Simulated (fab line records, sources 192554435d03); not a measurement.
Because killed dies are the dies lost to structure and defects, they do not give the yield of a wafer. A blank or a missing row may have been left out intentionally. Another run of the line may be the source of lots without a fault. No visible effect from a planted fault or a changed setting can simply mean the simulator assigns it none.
One fault through the eyes of 3 desks :: flow n5-finfet :: what lay behind the numbers comes last; until then each desk has only its own

== THE DEFECT DESK ==
Counts from the inspections along the route, per lot, as means over the sampled wafers that have a number. Marked OUT: a lot whose mean sits more than 4 standard deviations from the usual mean, which makes it out of limits; the brackets give that distance.
Columns: A = raw-defect-count at N5_BEOL_M15_INSPECT_12, usual 2.2
lot: L276
first seen here: day 11 11:10
A: 2.0

lot: L275
first seen here: day 12 00:08
A: 1.0

lot: L287
first seen here: day 14 22:59
A: 2.7

lot: L289
first seen here: day 15 10:05
A: 2.3

lot: L291
first seen here: day 16 00:32
A: 1.0

lot: L295
first seen here: day 16 23:49
A: 3.7
This desk's verdict: no lot among the 6 shows anything out of limits.

== THE METROLOGY DESK ==
Means of the sampled wafers that have a number, per lot and without regard to the tool the lot ran on: this is what the gauges read. Marked OUT: a lot whose mean sits more than 4 standard deviations from the usual mean, which makes it out of limits; the brackets give that distance.
Columns: A = cd-nm at N5_BEOL_M15_CD_MEAS_10, usual 362.5 nm; B = V14_OVL at N5_BEOL_M15_OVL_MEAS_11, usual 3 nm; C = cd-nm at N5_BEOL_M15_CD_MEAS_17, usual 364 nm
lot: L276
first seen here: day 11 11:07
A: 364.9
B: -8
C: 368

lot: L275
first seen here: day 12 00:05
A: 359.2
B: 3
C: 361

lot: L287
first seen here: day 14 22:55
A: 360.3
B: 6
C: 361

lot: L289
first seen here: day 15 10:02
A: 363.6
B: 2
C: 367

lot: L291
first seen here: day 16 00:29
A: 362.8
B: 3
C: 366

lot: L295
first seen here: day 16 23:46
A: 363.1
B: 1
C: 365
This desk's verdict: no lot among the 6 shows anything out of limits.

== TOOL OWNER'S DESK, litho-track-01 ==
The tool's own readings at N5_BEOL_M15_COAT_56 (time 60 s, resist thk 550 nm): means of the sampled wafers that have a number, for each lot that ran on this tool. Marked OUT: a lot whose mean sits more than 4 standard deviations from the usual mean, which makes it out of limits; the brackets give that distance.
Columns: A = spin-speed-rpm at N5_BEOL_M15_COAT_56, usual 1500.0 rpm
lot: L275
first seen here: day 12 00:42
A: 1501.6

lot: L287
first seen here: day 14 23:33
A: 1566.5 (+55) OUT

lot: L289
first seen here: day 15 10:40
A: 1567.9 (+57) OUT
This desk's finding: out of limits on L287, L289; first on L287, day 14 23:33 (spin-speed-rpm at N5_BEOL_M15_COAT_56). Within limits: L275.

== TAKEN TOGETHER ==
An alarm could have come from the tool owner's desk at day 14 23:33, on L287, L289.
Nothing out of limits was seen by the defect desk.
From the metrology desk's view, nothing was out of limits.
The defect desk has L287, L289 on record, within its limits.
The metrology desk holds a record of L287, L289, inside its limits.
Every lot named ran N5_BEOL_M15_COAT_56 on litho-track-01.

== WHAT WAS PUT IN BY THE SIMULATOR ==
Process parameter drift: litho-track-01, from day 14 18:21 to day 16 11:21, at N5_BEOL_M15_COAT_56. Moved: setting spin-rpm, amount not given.
Struck lots among those shown: L287, L289.
Delay in hours, fault start to first out-of-limits reading, by desk: the tool owner's desk at 5.
